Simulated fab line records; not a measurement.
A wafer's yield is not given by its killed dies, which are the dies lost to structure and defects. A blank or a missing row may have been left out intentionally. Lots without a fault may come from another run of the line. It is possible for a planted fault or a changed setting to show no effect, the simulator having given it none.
fab line records + flow n5Finfet + part 2 of 2: steps 22 to 29 of 29
record:
- lots: 5
- wafers: 15
- lastDay: 17
route steps=1938 shown BEOL_M6@1235 BEOL_M7@1263
lots that met no fault: from a run of the same line without faults
startH: the number of hours between the record's first day and the start of the first shown wafer of the lot + waitH: time in hours since the lot's previous step + " same as the row above + L1.1+2: a row that stands for several wafers + - value missing, or start not given + * or withheld: withheld + < > ~ a bound
route shown NAME@n: names a module that has steps shown in the file, with the first one's number in the route + usual: mean/standard deviation taken from wafers without a fault + same: alike in all rows + chamber/n: place in a boat + sites: each site's reading + _std_site: how widely they spread, as a standard deviation + _edge_site: the outer-site mean with the inner-site mean subtracted + radiusMm: how far each site lies from the wafer's centre + mask NAME#n: copy n + behind: the tool/chamber that last shaped the wafer + hold: why the lot was held/for how many hours/how that ended + device: whichever transistor did not switch (one of n, p or np) + end of line: the route-end tests of the same wafers + a step with no rows: only its recipe + killed: dies that structure and defects cost at the first sort, which is not the same as the wafer's yield + map: per-die view of a wafer (x killed, . not killed, _ where there is no die)
set.NAME: the run value of the setting; set.NAME@STEP: its run value at that earlier step + model.NAME: the simulator's own value behind a step, which no gauge read
lots at selected steps of the route; one table per step, one row per wafer
services: a tool's chamber out of use, with start hour (startH, from the record's first day; less than 0 if before it), hours out, and reason
== steps ==
step: N5_BEOL_M6_ANNEAL_51
recipe:
- tempC: 225
- timeS: 90
- ambient: N2
usual:
- wafer_temp_C_max: 225.85/0.26
| lot.wafer | tool         | chamber | startH | waitH | wafer_temp_C_max |
|-----------|--------------|---------|--------|-------|------------------|
| L085.2    | rtpAnneal-01 | 0       | 253.81 | 0.1   | 226.38           |
| L085.3    | "            | 0       | "      | "     | 225.74           |
| L085.6    | "            | 0       | "      | "     | 225.64           |
| L088.1    | rtpAnneal-01 | 0       | 266.38 | 0.1   | 226.24           |
| L088.5    | "            | 0       | "      | "     | 226.01           |
| L088.6    | "            | 0       | "      | "     | 226.02           |
| L090.2    | rtpAnneal-01 | 0       | 276.98 | 0.8   | 225.69           |
| L090.5    | "            | 0       | "      | "     | 226.28           |
| L090.6    | "            | 0       | "      | "     | 225.84           |
| L092.1    | rtpAnneal-02 | 0       | 315.87 | 0.2   | 225.79           |
| L092.2    | "            | 0       | "      | "     | 225.72           |
| L092.3    | "            | 0       | "      | "     | 225.69           |
| L097.1    | rtpAnneal-01 | 0       | 318.74 | 0.1   | 225.34           |
| L097.4    | "            | 0       | "      | "     | 225.70           |
| L097.6    | "            | 0       | "      | "     | 226.05           |
step: N5_BEOL_M6_CMP_52
recipe:
- stopOn: SiCOH_lowk
- tOverpolishS: 6.9
- downForcePsi: 1
- platenRpm: 50
- clearingPlatenDownForcePsi: 1.5
- clearingPlatenRpm: 50
- postCmpClean: cuAlkaline
- targetThkNm: 80
- clearingPlatenPadVelocityMS: 0.99484
- padVelocityMS: 0.99484
usual:
- barrierFieldEndpointS: 28.9/0.86
- clearingPlatenRpm: 49.999/0.025
- motorCurrentA: 6.1/0.74
- overpolishRunS: 6.900/0.0098
- timeToEndpointS: 63/3.6
| lot.wafer | tool   | chamber | startH | waitH | barrierFieldEndpointS | clearingPlatenRpm | motorCurrentA | overpolishRunS | timeToEndpointS |
|-----------|--------|---------|--------|-------|-----------------------|-------------------|---------------|----------------|-----------------|
| L085.3    | cmp-04 | 2       | 254.06 | 0.2   | 28.7                  | 49.998            | 5.4           | 6.883          | 68              |
| L085.2    | "      | 1       | "      | "     | 28.9                  | 49.978            | 5.2           | 6.884          | 66              |
| L085.6    | "      | 3       | "      | "     | 29.1                  | 49.977            | 6.4           | 6.892          | 64              |
| L088.1    | cmp-04 | 3       | 266.67 | 0.3   | 29.3                  | 49.986            | 6.4           | 6.914          | 66              |
| L088.6    | "      | 3       | "      | "     | 29.7                  | 50.022            | 6.5           | 6.892          | 65              |
| L088.5    | "      | 0       | "      | "     | 29.4                  | 49.998            | 5.5           | 6.889          | 62              |
| L090.2    | cmp-04 | 2       | 277.35 | 0.3   | 28.8                  | 49.984            | 5.4           | 6.896          | 62              |
| L090.6    | "      | 3       | "      | "     | 28.4                  | 50.016            | 6.1           | 6.905          | 59              |
| L090.5    | "      | 0       | "      | "     | 28.0                  | 49.966            | 5.6           | 6.905          | 55              |
| L092.1    | cmp-03 | 2       | 316.17 | 0.3   | 28.7                  | 49.977            | 7.5           | 6.905          | 65              |
| L092.3    | "      | 0       | "      | "     | 28.1                  | 49.969            | 8.1           | 6.899          | 59              |
| L092.2    | "      | 1       | "      | "     | 28.4                  | 49.942            | 6.4           | 6.897          | 64              |
| L097.1    | cmp-02 | 2       | 319.04 | 0.3   | 28.2                  | 49.997            | 6.2           | 6.879          | 58              |
| L097.4    | "      | 1       | "      | "     | 28.8                  | 50.037            | 5.3           | 6.911          | 59              |
| L097.6    | "      | 2       | "      | "     | 28.8                  | 49.934            | 6.1           | 6.907          | 59              |
step: N5_BEOL_M6_THK_MEAS_53
recipe:
- thkMeasGauge: xrf
- reads: Cu_of_BEOL_M6_ECD_50
usual:
- M6_THK: 79.9/2.1
| lot.wafer | tool         | chamber | startH | waitH | M6_THK[nm] |
|-----------|--------------|---------|--------|-------|------------|
| L085.2    | filmMetro-01 | -       | 254.37 | 0.1   | 78.3       |
| L085.3    | "            | -       | "      | "     | 78.2       |
| L085.6    | "            | -       | "      | "     | 77.9       |
| L088.1    | filmMetro-02 | -       | 266.97 | -     | 80.3       |
| L088.5    | "            | -       | "      | "     | 76.9       |
| L088.6    | "            | -       | "      | "     | 78.8       |
| L090.2    | filmMetro-02 | -       | 277.53 | -     | 79.1       |
| L090.5    | "            | -       | "      | "     | 77.6       |
| L090.6    | "            | -       | "      | "     | 79.5       |
| L092.1    | filmMetro-01 | -       | 316.47 | -     | 76.7       |
| L092.2    | "            | -       | "      | "     | 78.4       |
| L092.3    | "            | -       | "      | "     | 82.6       |
| L097.1    | filmMetro-01 | -       | 319.33 | -     | 80.4       |
| L097.4    | "            | -       | "      | "     | 78.0       |
| L097.6    | "            | -       | "      | "     | 76.3       |
step: N5_BEOL_M6_PRE_CLEAN_55
recipe:
- gas: NH3
- timeS: 15
- tempC: withheld
- rfPowerW: 300
| lot.wafer  | tool     | chamber | startH | waitH |
|------------|----------|---------|--------|-------|
| L085.2+3+6 | pecvd-04 | 1,2,2   | 254.41 | 0.0   |
| L088.1+5+6 | pecvd-04 | 0,1,2   | 267.01 | 0.0   |
| L090.2+5+6 | pecvd-01 | 2,1,2   | 277.56 | 0.0   |
| L092.1+2+3 | pecvd-04 | 1,0,2   | 316.50 | 0.0   |
| L097.1+4+6 | pecvd-04 | 1,1,0   | 319.37 | 0.0   |
step: N5_BEOL_M6_DEP_56
recipe:
- material: SiCN
- targetThkA: 100
- tempC: withheld
- precursor: 3MS/NH3
- pressureTorr: 3
- rfW: 202
- timeS: 17.5
usual:
- showerheadPlenumPTorr: 3.664/0.014
- throttleValvePct: 9.0/0.56
| lot.wafer | tool     | chamber | startH | waitH | showerheadPlenumPTorr | throttleValvePct |
|-----------|----------|---------|--------|-------|-----------------------|------------------|
| L085.2    | pecvd-04 | 1       | 254.44 | 0.0   | 3.652                 | 8.8              |
| L085.3    | "        | 2       | "      | "     | 3.671                 | 8.3              |
| L085.6    | "        | 2       | "      | "     | 3.678                 | 8.5              |
| L088.1    | pecvd-04 | 0       | 267.03 | 0.0   | 3.673                 | 8.4              |
| L088.5    | "        | 1       | "      | "     | 3.652                 | 8.8              |
| L088.6    | "        | 2       | "      | "     | 3.668                 | 8.6              |
| L090.2    | pecvd-01 | 2       | 277.59 | 0.0   | 3.646                 | 8.7              |
| L090.5    | "        | 1       | "      | "     | 3.693                 | 9.9              |
| L090.6    | "        | 2       | "      | "     | 3.645                 | 8.5              |
| L092.1    | pecvd-04 | 1       | 316.53 | 0.0   | 3.641                 | 8.9              |
| L092.2    | "        | 0       | "      | "     | 3.667                 | 8.6              |
| L092.3    | "        | 2       | "      | "     | 3.671                 | 8.4              |
| L097.1    | pecvd-04 | 1       | 319.40 | 0.0   | 3.645                 | 8.7              |
| L097.4    | "        | 1       | "      | "     | 3.652                 | 9.1              |
| L097.6    | "        | 0       | "      | "     | 3.657                 | 8.5              |
step: N5_BEOL_M6_RS_MEAS_57
recipe:
- thkMeasGauge: four-point-probe
- reads: Cu_of_BEOL_M6_ECD_50+Co_of_BEOL_M6_CVD_78+TaN_of_BEOL_M6_ALD_77
usual:
- M6_RS: 0.289/0.0087
| lot.wafer | tool         | chamber | startH | waitH | M6_RS[ohm/sq] |
|-----------|--------------|---------|--------|-------|---------------|
| L085.2    | filmMetro-02 | -       | 254.50 | 0.1   | 0.293         |
| L085.3    | "            | -       | "      | "     | 0.294         |
| L085.6    | "            | -       | "      | "     | 0.296         |
| L088.1    | filmMetro-01 | -       | 267.10 | 0.1   | 0.288         |
| L088.5    | "            | -       | "      | "     | 0.303         |
| L088.6    | "            | -       | "      | "     | 0.293         |
| L090.2    | filmMetro-01 | -       | 277.66 | 0.1   | 0.295         |
| L090.5    | "            | -       | "      | "     | 0.300         |
| L090.6    | "            | -       | "      | "     | 0.291         |
| L092.1    | filmMetro-01 | -       | 316.60 | 0.1   | 0.300         |
| L092.2    | "            | -       | "      | "     | 0.293         |
| L092.3    | "            | -       | "      | "     | 0.275         |
| L097.1    | filmMetro-02 | -       | 319.46 | 0.1   | 0.286         |
| L097.4    | "            | -       | "      | "     | 0.296         |
| L097.6    | "            | -       | "      | "     | 0.302         |
step: N5_BEOL_M6_INSPECT_58
recipe:
- inspectInstrument: darkfield
- mode: postDep
usual:
- rawDefectCount: 70/21
| lot.wafer | tool             | chamber | startH | waitH | rawDefectCount |
|-----------|------------------|---------|--------|-------|----------------|
| L085.2    | defectInspect-01 | -       | 254.53 | 0.0   | 62             |
| L085.3    | "                | -       | "      | "     | 65             |
| L085.6    | "                | -       | "      | "     | 91             |
| L088.1    | defectInspect-01 | -       | 267.12 | 0.0   | 49             |
| L088.5    | "                | -       | "      | "     | 82             |
| L088.6    | "                | -       | "      | "     | 97             |
| L090.2    | defectInspect-01 | -       | 277.68 | 0.0   | 65             |
| L090.5    | "                | -       | "      | "     | 73             |
| L090.6    | "                | -       | "      | "     | 71             |
| L092.1    | defectInspect-01 | -       | 316.62 | 0.0   | 84             |
| L092.2    | "                | -       | "      | "     | 112            |
| L092.3    | "                | -       | "      | "     | 93             |
| L097.1    | defectInspect-01 | -       | 319.49 | 0.0   | 110            |
| L097.4    | "                | -       | "      | "     | 81             |
| L097.6    | "                | -       | "      | "     | 55             |
step: N5_BEOL_M7_ILD_DEP_00
recipe:
- material: SiCOH_lowk
- targetThkA: 1797.5
- tempC: 300
- precursor: DEMS/porogen
- pressureTorr: 5
- rfW: 500
- timeS: 33.4
usual:
- heaterPowerW: 318/58
- showerheadPlenumPTorr: 5.741/0.016
- susceptorTempC: 299.98/0.19
- throttleValvePct: 14.1/0.89
| lot.wafer | tool     | chamber | startH | waitH | heaterPowerW | showerheadPlenumPTorr | susceptorTempC | throttleValvePct |
|-----------|----------|---------|--------|-------|--------------|-----------------------|----------------|------------------|
| L085.2    | pecvd-03 | 2       | 254.57 | 0.0   | 307          | 5.723                 | 300.03         | 13.3             |
| L085.3    | "        | 0       | "      | "     | 231          | 5.741                 | 299.85         | 14.1             |
| L085.6    | "        | 2       | "      | "     | 324          | 5.720                 | 299.87         | 13.1             |
| L088.1    | pecvd-01 | 0       | 267.16 | 0.0   | 254          | 5.745                 | 299.94         | 13.4             |
| L088.5    | "        | 0       | "      | "     | 265          | 5.742                 | 299.83         | 13.3             |
| L088.6    | "        | 1       | "      | "     | 422          | 5.763                 | 299.88         | 15.0             |
| L090.2    | pecvd-03 | 0       | 277.72 | 0.0   | 212          | 5.746                 | 299.93         | 13.7             |
| L090.5    | "        | 2       | "      | "     | 324          | 5.725                 | 300.20         | 13.2             |
| L090.6    | "        | 1       | "      | "     | 371          | 5.739                 | 300.03         | 15.6             |
| L092.1    | pecvd-03 | 1       | 316.66 | 0.0   | 393          | 5.758                 | 300.12         | 15.4             |
| L092.2    | "        | 2       | "      | "     | 325          | 5.723                 | 299.83         | 13.1             |
| L092.3    | "        | 0       | "      | "     | 225          | 5.725                 | 300.25         | 14.2             |
| L097.1    | pecvd-02 | 2       | 319.53 | 0.0   | 282          | 5.753                 | 300.20         | 13.6             |
| L097.4    | "        | 2       | "      | "     | 296          | 5.732                 | 300.18         | 13.6             |
| L097.6    | "        | 1       | "      | "     | 260          | 5.737                 | 300.19         | 15.4             |
== services ==
| tool         | chamber | startH | hours | kind   |
|--------------|---------|--------|-------|--------|
| uvCure-01    | -       | 227.98 | 0.8   | repair |
| cmp-04       | -       | 233.70 | 2.4   | repair |
| rieDiel-01   | 3       | 235.05 | 61.9  | repair |
| cmp-02       | -       | 241.21 | 2.3   | repair |
| cmp-04       | -       | 247.05 | 0.4   | repair |
| uvCure-01    | -       | 251.38 | 0.3   | repair |
| pecvd-03     | -       | 252.74 | 1.0   | repair |
| cvdCo-02     | -       | 258.86 | 0.4   | repair |
| cmp-04       | -       | 267.62 | 0.9   | repair |
| rtpAnneal-01 | -       | 272.61 | 3.5   | pm     |
| cmp-04       | -       | 274.84 | 1.9   | repair |
| rieDiel-01   | 0       | 275.58 | 5.2   | repair |
| cmp-02       | -       | 277.63 | 3.8   | repair |
| cmp-03       | -       | 285.31 | 2.6   | repair |
| aldMetal-01  | -       | 289.09 | 6.0   | repair |
| aldMetal-01  | -       | 295.12 | 8.7   | pm     |
| uvCure-03    | -       | 295.39 | 2.1   | pm     |
| cmp-04       | -       | 296.20 | 0.9   | repair |
| cmp-04       | -       | 297.43 | 2.3   | repair |
| rieDiel-03   | 1       | 302.27 | 7.5   | repair |
| cmp-02       | -       | 302.98 | 4.0   | pm     |
| pecvd-01     | 2       | 307.36 | 4.2   | repair |
| ecdCu-01     | -       | 308.32 | 10.0  | repair |
| rieDiel-01   | 0       | 317.42 | 11.6  | repair |
